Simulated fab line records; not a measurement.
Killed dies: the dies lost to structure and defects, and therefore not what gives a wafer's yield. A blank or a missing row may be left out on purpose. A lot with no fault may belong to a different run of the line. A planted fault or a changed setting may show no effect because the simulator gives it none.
fab line records	flow n5-finfet
[record] lots = 7	wafers = 21
route steps=1938 shown BEOL_M6@1254 BEOL_M8@1342 BEOL_M9@1428 BEOL_M11@1541
start-h: hours from the record's opening day to when the first of the lot's shown wafers began	wait-h: time in hours since the lot's previous step	" the same as in the row above	L1.1+2: one row covering several wafers at once	- value missing, or start not given	* or withheld: withheld	< > ~ a bound
route shown NAME@n: names a module that has steps shown in the file, with the first one's number in the route	usual: mean/standard deviation taken from wafers without a fault	same: alike in all rows	chamber/n: place in a boat	sites: each site's reading	_std_site: the values' standard deviation	_edge_site: the outer-site mean with the inner-site mean subtracted	radius-mm: for every site, how far away it sits from the centre of the wafer	mask NAME#n: copy n	behind: tool/chamber where the wafer was last shaped	hold: what put the lot on hold/how long, in hours/how the hold closed	device: names the non-switching transistor (n, p or np)	end of line: at the end of the route, the tests of the same wafers	for a step that has no rows: nothing shown but its recipe	killed: dies lost to structure and defects at the first sort, not the wafer's yield	map: a wafer's dies, x killed, . not, _ none there
set.NAME: setting as actually run; set.NAME@STEP: the setting as run at that earlier step	model.NAME: the simulator's own value behind a step, which no gauge read
one table per step and one row per wafer, for lots whose settings were changed on purpose
[[steps]]
[step N5_BEOL_M6_SPUTTER_48]
[recipe] material = Cu	target-thk-a = 100	temp-c = -20	bias-v = 60	power-w = 26000	chamber-pressure-pa = 0.13	time-s = 1.667
lot.wafer	tool	chamber	start-h	wait-h	set.power-w
L079.4+5	pvd-sputter-03	-	246.41	0.0	26000
L079.6	"	-	"	"	28080
L078.1+2+6	pvd-sputter-02	-	249.58	0.1	26000
L082.2+4+6	pvd-sputter-03	-	283.37	0.1	26000
L088.2+6	pvd-sputter-02	-	316.12	0.3	28300
L088.5	"	-	"	"	26000
L090.2	pvd-sputter-02	-	318.40	0.1	22400
L090.3+6	"	-	"	"	26000
L092.1	pvd-sputter-01	-	326.41	0.2	22050
L092.5+6	"	-	"	"	26000
L094.3+5	pvd-sputter-02	-	338.41	0.3	28900
L094.6	"	-	"	"	26000
[step N5_BEOL_M6_ECD_50]
[recipe] material = Cu	target-thk-a = 3000
[step N5_BEOL_M6_ANNEAL_51]
[recipe] temp-c = 225	time-s = 90	ambient = N2
[step N5_BEOL_M6_CMP_52]
[recipe] stop-on = SiCOH_lowk	t-overpolish-s = 6.9	down-force-psi = 1	platen-rpm = 50	clearing-platen-down-force-psi = 1.5	clearing-platen-rpm = 50	post-cmp-clean = cu-alkaline	target-thk-nm = 80	clearing-platen-pad-velocity-m-s = 0.99484	pad-velocity-m-s = 0.99484
lot.wafer	tool	chamber	start-h	wait-h	set.source-w@BEOL_M6_TRENCH_ETCH_37	model.Cu_of_BEOL_M6_ECD_50.thk-nm
L079.4	cmp-01	0	247.50	0.3	402.9	89.4
L079.5	"	1	"	"	345	79.6
L079.6	"	2	"	"	345	-
L078.2	cmp-04	2	250.12	0.2	283.8	74.8
L078.1	"	3	"	"	345	82.6
L078.6	"	2	"	"	345	81
L082.2+4	cmp-03	2,1	284.14	0.2	345	81.4
L082.6	"	2	"	"	345	83
L088.2	cmp-01	3	317.50	0.5	371.7	-
L088.5	"	0	"	"	371.7	85
L088.6	"	1	"	"	345	-
L090.3	cmp-01	3	319.69	0.3	301.2	75
L090.2	"	0	"	"	301.2	-
L090.6	"	0	"	"	301.2	75.8
L092.1	cmp-03	1	327.33	0.3	345	-
L092.6	"	1	"	"	345	78.8
L092.5	"	2	"	"	345	78.2
L094.3	cmp-04	2	339.80	0.4	382.2	-
L094.6	"	0	"	"	345	80
L094.5	"	1	"	"	345	-
[step N5_BEOL_M6_PRE_CLEAN_55]
[recipe] gas = NH3	time-s = 15	temp-c = withheld	rf-power-w = 300
[step N5_BEOL_M6_DEP_56]
[recipe] material = SiCN	target-thk-a = 100	temp-c = withheld	precursor = 3MS/NH3	pressure-torr = 3	rf-w = 202	time-s = 17.5
[step N5_BEOL_M6_RS_MEAS_57]
[recipe] thk-meas-gauge = four-point-probe	reads = Cu_of_BEOL_M6_ECD_50+Co_of_BEOL_M6_CVD_78+TaN_of_BEOL_M6_ALD_77
[usual] M6_RS = 0.283/0.0066
lot.wafer	tool	chamber	start-h	wait-h	set.source-w@BEOL_M6_TRENCH_ETCH_37	M6_RS[ohm/sq]
L079.4	film-metro-02	-	247.82	0.0	402.9	0.252
L079.5	"	-	"	"	345	0.288
L079.6	"	-	"	"	345	0.285
L078.1	film-metro-02	-	250.51	0.1	345	0.276
L078.2	"	-	"	"	283.8	0.310
L078.6	"	-	"	"	345	0.281
L082.2	film-metro-01	-	284.56	0.1	345	0.280
L082.4	"	-	"	"	345	0.280
L082.6	"	-	"	"	345	0.274
L088.2	film-metro-02	-	317.81	0.1	371.7	0.275
L088.5	"	-	"	"	371.7	0.266
L088.6	"	-	"	"	345	0.283
L090.2	film-metro-02	-	320.11	0.1	301.2	0.307
L090.3	"	-	"	"	301.2	0.308
L090.6	"	-	"	"	301.2	0.304
L092.1	film-metro-01	-	327.75	0.1	345	0.293
L092.5	"	-	"	"	345	0.293
L092.6	"	-	"	"	345	0.291
L094.3	film-metro-01	-	340.15	0.1	382.2	0.268
L094.5	"	-	"	"	345	0.290
L094.6	"	-	"	"	345	0.286
[step N5_BEOL_M8_EXPOSE_08]
[recipe] mask-id = M8	na = 1.35	source-shape = dipole	sigma-inner = 0.817	sigma-outer = 0.97	polarization = te	dose-mj = 68.25
lot.wafer	tool	chamber	start-h	wait-h	mask	set.dose-mj
L078.1+2	arfi-scanner-02	0	259.66	-	M8#0	71.18
L078.6	"	0	"	"	M8#0	68.25
L079.4+6	arfi-scanner-03	0	259.98	-	M8#0	68.25
L079.5	"	0	"	"	M8#0	71.22
L082.2+4+6	arfi-scanner-02	0	295.08	-	M8#0	68.25
L088.2	arfi-scanner-01	0	329.68	-	M8#0	66.41
L088.5+6	"	0	"	"	M8#0	68.25
L090.2	arfi-scanner-03	0	332.29	-	M8#0	66.02
L090.3+6	"	0	"	"	M8#0	68.25
L092.1+5+6	arfi-scanner-03	0	336.78	-	M8#0	68.25
L094.3	arfi-scanner-03	0	351.76	-	M8#0	68.25
L094.5+6	"	0	"	"	M8#0	69.83
[step N5_BEOL_M8_DEVELOP_10]
[recipe] develop-time-s = 30	developer = TMAH	resist = CAR-ArF	rinse-liquid = diw	dry = air-spin	dev-temp-c = 23
lot.wafer	tool	chamber	start-h	wait-h	set.develop-time-s
L078.1	litho-track-01	0	-	-	30
L078.2+6	"	0	"	"	35.39
L079.4+5	litho-track-05	0	-	-	30
L079.6	"	0	"	"	33.9
L082.2+4+6	litho-track-05	0	-	-	30
L088.2	litho-track-01	0	-	-	30
L088.5+6	"	0	"	"	33.56
L090.2+3+6	litho-track-03	0	-	-	30
L092.1	litho-track-05	0	-	-	30
L092.5+6	"	0	"	"	33.18
L094.3+6	litho-track-01	0	-	-	34.82
L094.5	"	0	"	"	30
[step N5_BEOL_M8_CD_MEAS_11]
[recipe] target-cd-nm = 38.5	landing-energy-ev = 500	detector = se-inlens	polarity = opening
[usual] cd-nm = 38.6/0.4
lot.wafer	tool	chamber	start-h	wait-h	set.dose-mj@BEOL_M8_EXPOSE_08	cd-nm
L078.1	cd-sem-02	0	259.79	-	71.18	41.0
L078.2	"	0	"	"	71.18	41.7
L078.6	"	0	"	"	68.25	39.3
L079.4	cd-sem-02	0	260.09	-	68.25	38.6
L079.5	"	0	"	"	71.22	40.8
L079.6	"	0	"	"	68.25	39.6
L082.2	cd-sem-03	0	295.21	-	68.25	38.4
L082.4	"	0	"	"	68.25	38.1
L082.6	"	0	"	"	68.25	38.7
L088.2	cd-sem-03	0	329.80	-	66.41	37.5
L088.5	"	0	"	"	68.25	39.2
L088.6	"	0	"	"	68.25	39.2
L090.2	cd-sem-01	0	332.41	-	66.02	36.9
L090.3	"	0	"	"	68.25	37.9
L090.6	"	0	"	"	68.25	38.3
L092.1	cd-sem-03	0	336.91	-	68.25	38.3
L092.5	"	0	"	"	68.25	38.7
L092.6	"	0	"	"	68.25	38.4
L094.3	cd-sem-03	0	351.88	-	68.25	39.3
L094.5	"	0	"	"	69.83	39.4
L094.6	"	0	"	"	69.83	40.2
[step N5_BEOL_M8_DESCUM_16]
[recipe] chemistry = O2	time-s = 7.9	source-power-w = 50	bias-power-w = 20	pressure-mtorr = 20	rf-frequency-hz = 2.712e+07	temp-c = 40	resist = CAR-ArF	o2-flow-sccm = 225
[step N5_BEOL_M8_ETCH_61]
[recipe] chemistry = CF4	target = SiARC	target-depth-a = 455	mask-material = CAR-ArF	time-s = 75.8	ion-energy-ev = 80	pressure-mtorr = 40	source-w = 545	bias-w = 36	Ar_flow_sccm = 100	cf4-flow-sccm = 100	ends = cleared
lot.wafer	tool	chamber	start-h	wait-h	set.dose-mj@BEOL_M8_EXPOSE_08	model.BEOL_M8.cd-offset-nm
L078.1	rie-diel-04	0	260.37	0.0	71.18	2.2
L078.2	"	1	"	"	71.18	3.2
L078.6	"	0	"	"	68.25	1.2
L079.4	rie-diel-03	2	260.80	0.0	68.25	0.4
L079.5	"	3	"	"	71.22	2.4
L079.6	"	2	"	"	68.25	1
L082.2	rie-diel-03	0	295.34	0.0	68.25	0
L082.4	"	2	"	"	68.25	-0.4
L082.6	"	3	"	"	68.25	0.2
L088.2	rie-diel-04	3	329.92	0.0	66.41	-1
L088.5+6	"	2,1	"	"	68.25	0.8
L090.2	rie-diel-01	1	332.54	0.0	66.02	-2
L090.3	"	2	"	"	68.25	-0.8
L090.6	"	1	"	"	68.25	-0.6
L092.1+6	rie-diel-04	0,3	337.84	0.0	68.25	-0.4
L092.5	"	2	"	"	68.25	0.2
L094.3	rie-diel-01	0	352.22	0.0	68.25	0.6
L094.5	"	1	"	"	69.83	1
L094.6	"	0	"	"	69.83	1.8
[step N5_BEOL_M8_ETCH_62]
[recipe] chemistry = N2/H2	target = SOC	target-depth-a = 1100	overetch-a = 220	mask-material = SiARC	temp-c = 40	time-s = 165	ion-energy-ev = 200	pressure-mtorr = 30	source-w = 840	bias-w = 150	n2-flow-sccm = 200	h2-flow-sccm = 200
[step N5_BEOL_M8_STRIP_68]
[recipe] chemistry = N2/H2	temp-c = 40	n2-flow-sccm = 200	h2-flow-sccm = 200	rf-frequency-hz = 6e+07
[step N5_BEOL_M8_PRECLEAN_42]
[recipe] chemistry = residue-remover	time-s = 60	temp-c = 40
[step N5_BEOL_M8_SRD_43]
[recipe] time-s = 30	temp-c = 23	rinse-liquid = diw	dry = ipa-marangoni
[step N5_BEOL_M8_CD_MEAS_35]
[recipe] target-cd-nm = 40	polarity = opening
[usual] cd-nm = 40.0/0.48
lot.wafer	tool	chamber	start-h	wait-h	set.dose-mj@BEOL_M8_EXPOSE_08	cd-nm
L078.1	cd-sem-01	-	265.55	0.0	71.18	42.2
L078.2	"	-	"	"	71.18	43.0
L078.6	"	-	"	"	68.25	40.9
L079.4	cd-sem-02	-	266.31	0.0	68.25	40.5
L079.5	"	-	"	"	71.22	42.0
L079.6	"	-	"	"	68.25	41.0
L082.2	cd-sem-03	-	299.14	0.0	68.25	40.3
L082.4	"	-	"	"	68.25	39.6
L082.6	"	-	"	"	68.25	40.3
L088.2	cd-sem-01	-	331.65	0.0	66.41	39.0
L088.5	"	-	"	"	68.25	40.7
L088.6	"	-	"	"	68.25	40.8
L090.2	cd-sem-01	-	335.09	0.0	66.02	37.7
L090.3	"	-	"	"	68.25	39.2
L090.6	"	-	"	"	68.25	38.8
L092.1	cd-sem-03	-	340.58	0.0	68.25	40.0
L092.5	"	-	"	"	68.25	40.6
L092.6	"	-	"	"	68.25	39.6
L094.3	cd-sem-03	-	355.84	0.0	68.25	40.8
L094.5	"	-	"	"	69.83	41.0
L094.6	"	-	"	"	69.83	41.9
[step N5_BEOL_M8_DEP_56]
[recipe] material = SiCN	target-thk-a = 100	temp-c = withheld	precursor = 3MS/NH3	pressure-torr = 3	rf-w = 202	time-s = 17.5
lot.wafer	tool	chamber	start-h	wait-h	set.time-s	model.SiCN_of_BEOL_M8_DEP_56.thk-nm
L078.1	pecvd-01	0	269.68	0.0	17.5	10
L078.2	"	2	"	"	17.5	10.2
L078.6	"	2	"	"	17.5	10.4
L079.4	pecvd-02	1	270.36	0.0	19.47	11.2
L079.5	"	2	"	"	17.5	10.4
L079.6	"	0	"	"	17.5	10.2
L082.2	pecvd-01	1	301.30	0.0	17.5	10
L082.4+6	"	2,0	"	"	17.5	10.2
L088.2+5+6	pecvd-01	2,1,2	333.94	0.0	17.5	10
L090.2	pecvd-01	2	338.06	0.0	17.5	10
L090.3	"	1	"	"	17.5	9.8
L090.6	"	2	"	"	16.27	9.4
L092.1+5	pecvd-04	2,1	342.93	0.0	15.43	8.8
L092.6	"	0	"	"	17.5	10.2
L094.3	pecvd-01	0	358.14	0.0	15.64	9
L094.5	"	2	"	"	15.64	9.2
L094.6	"	0	"	"	17.5	10
[step N5_BEOL_M9_COAT_22]
[recipe] resist = CAR-EUV	spin-rpm = 1500	resist-thk-nm = 30
lot.wafer	tool	chamber	start-h	wait-h	set.spin-rpm	model.CAR-EUV_of_BEOL_M9_COAT_22.thk-nm
L078.1+6	litho-track-04	0	-	-	1500	30
L078.2	"	0	"	"	1594	29.2
L079.4	litho-track-04	0	-	-	1641	28.6
L079.5	"	0	"	"	1641	28.4
L079.6	"	0	"	"	1500	30
L082.2+4+6	litho-track-02	0	-	-	1500	30
L088.2	litho-track-01	0	-	-	1500	30.2
L088.5+6	"	0	"	"	1500	30
L090.2	litho-track-02	0	-	-	1500	30
L090.3	"	0	"	"	1372	31.6
L090.6	"	0	"	"	1372	31.4
L092.1+5	litho-track-04	0	-	-	1500	30
L092.6	"	0	"	"	1500	29.8
L094.3	litho-track-02	0	-	-	1500	30
L094.5+6	"	0	"	"	1606	29
[step N5_BEOL_M9_EBR_24]
[recipe] solvent = PGMEA	ebr-width-mm = 1.5
[step N5_BEOL_M9_SOFTBAKE_23]
[recipe] temp-c = 110	time-s = 60	resist = CAR-EUV
[step N5_BEOL_M9_EXPOSE_25]
[recipe] mask-id = V8	na = 0.33	source-shape = annular	sigma-inner = 0.4	sigma-outer = 0.8	polarization = unpolarized	dose-mj = 37.25
[step N5_BEOL_M9_PEB_26]
[recipe] peb-temp-c = 100	peb-time-s = 60	resist = CAR-EUV
[step N5_BEOL_M9_DEVELOP_27]
[recipe] develop-time-s = 30	developer = TMAH	resist = CAR-EUV	rinse-liquid = surfactant-rinse	dry = air-spin	dev-temp-c = 23
lot.wafer	tool	chamber	start-h	wait-h	set.spin-rpm@BEOL_M9_COAT_22	model.CAR-EUV_of_BEOL_M9_COAT_22.thk-nm
L078.1+6	litho-track-04	0	-	-	1500	29.6
L078.2	"	0	"	"	1594	28.6
L079.4	litho-track-02	0	-	-	1641	28.2
L079.5	"	0	"	"	1641	28
L079.6	"	0	"	"	1500	29.4
L082.2+4+6	litho-track-01	0	-	-	1500	29.6
L088.2+5+6	litho-track-04	0	-	-	1500	29.6
L090.2	litho-track-02	0	-	-	1500	29.6
L090.3+6	"	0	"	"	1372	31
L092.1	litho-track-01	0	-	-	1500	29.6
L092.5+6	"	0	"	"	1500	29.4
L094.3	litho-track-02	0	-	-	1500	29.6
L094.5	"	0	"	"	1606	28.6
L094.6	"	0	"	"	1606	28.4
[step N5_BEOL_M9_ETCH_66]
[recipe] chemistry = N2/H2	target = SOC	target-depth-a = 800	overetch-a = 160	mask-material = SiARC	temp-c = 40	time-s = 120	ion-energy-ev = 200	pressure-mtorr = 30	source-w = 840	bias-w = 150	n2-flow-sccm = 200	h2-flow-sccm = 200
lot.wafer	tool	chamber	start-h	wait-h	set.time-s	model.SiARC_of_BEOL_M9_COAT_64.thk-nm
L078.1+2	rie-diel-05	0,3	273.66	0.0	120	6.4
L078.6	"	3	"	"	120	6.6
L079.4	rie-diel-06	2	282.23	0.0	120	6.4
L079.5+6	"	1,3	"	"	143.6	5.4
L082.2	rie-diel-05	3	307.43	0.0	120	6.4
L082.4+6	"	0	"	"	120	6.6
L088.2	rie-diel-06	3	339.93	0.0	98.86	7.6
L088.5	"	2	"	"	98.86	7.4
L088.6	"	3	"	"	120	6.4
L090.2+3+6	rie-diel-02	1,3,1	343.70	0.0	120	6.4
L092.1+5	rie-diel-05	3,2	346.51	0.0	120	6.6
L092.6	"	3	"	"	141.7	5.6
L094.3+6	rie-diel-06	3,1	361.97	0.0	120	6.4
L094.5	"	2	"	"	112.5	6.6
[step N5_BEOL_M11_COAT_59]
[recipe] resist = SOC	temp-c = 250	time-s = 60	spin-rpm = 1500	resist-thk-nm = 100
lot.wafer	tool	chamber	start-h	wait-h	set.spin-rpm	model.SOC_of_BEOL_M11_COAT_59.thk-nm
L078.1+6	litho-track-03	0	290.72	0.1	1500	100.2
L078.2	"	0	"	"	1376	104.8
L079.4	litho-track-02	0	298.90	0.1	1500	100.2
L079.5	"	0	"	"	1500	100
L079.6	"	0	"	"	1500	100.4
L082.2+4	litho-track-02	0	319.03	0.1	1500	100.2
L082.6	"	0	"	"	1500	100.4
L088.2	litho-track-02	0	351.73	0.1	1500	100.4
L088.5	"	0	"	"	1355	105.2
L088.6	"	0	"	"	1500	100.2
L090.2	litho-track-01	0	362.74	0.1	1550	98.4
L090.3	"	0	"	"	1550	98.6
L090.6	"	0	"	"	1500	100
L092.1+6	litho-track-03	0	363.48	0.1	1500	100
L092.5	"	0	"	"	1500	99.8
L094.3	litho-track-03	0	373.17	0.1	1436	102.6
L094.5	"	0	"	"	1500	100
L094.6	"	0	"	"	1500	100.2
[[key]]
[split] step = N5_BEOL_M6_SPUTTER_48	setting = power-w	stated = 26000	by = wafer
response none clear
[split] step = N5_BEOL_M8_EXPOSE_08	setting = dose-mj	stated = 68.25	by = wafer
[response] step = N5_BEOL_M8_CD_MEAS_11	reading = cd-nm	change = +0.416	per = 1%	r = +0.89
[response] step = N5_BEOL_M8_ETCH_61	reading = model.BEOL_M8.cd-offset-nm	change = +0.409	per = 1%	r = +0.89
[response] step = N5_BEOL_M8_CD_MEAS_35	reading = cd-nm	change = +0.399	per = 1%	r = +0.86
[split] step = N5_BEOL_M8_DEVELOP_10	setting = develop-time-s	stated = 30	by = wafer
response none clear
[split] step = N5_BEOL_M8_DEP_56	setting = time-s	stated = 17.5	by = wafer
[response] step = N5_BEOL_M8_DEP_56	reading = model.SiCN_of_BEOL_M8_DEP_56.thk-nm	change = +0.0927	per = 1%	r = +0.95
[split] step = N5_BEOL_M9_COAT_22	setting = spin-rpm	stated = 1500	by = wafer
[response] step = N5_BEOL_M9_COAT_22	reading = model.CAR-EUV_of_BEOL_M9_COAT_22.thk-nm	change = -0.156	per = 1%	r = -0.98
[response] step = N5_BEOL_M9_DEVELOP_27	reading = model.CAR-EUV_of_BEOL_M9_COAT_22.thk-nm	change = -0.153	per = 1%	r = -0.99
[split] step = N5_BEOL_M9_ETCH_66	setting = time-s	stated = 120	by = wafer
[response] step = N5_BEOL_M9_ETCH_66	reading = model.SiARC_of_BEOL_M9_COAT_64.thk-nm	change = -0.0549	per = 1%	r = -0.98
[split] step = N5_BEOL_M11_COAT_59	setting = spin-rpm	stated = 1500	by = wafer
[response] step = N5_BEOL_M11_COAT_59	reading = model.SOC_of_BEOL_M11_COAT_59.thk-nm	change = -0.529	per = 1%	r = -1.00
split outside-this-file step=N5_BEOL_M6_TRENCH_ETCH_37 setting=source-w
// split outside-this-file: this setting was split too, and the file shows its column; the key of that split is in another file
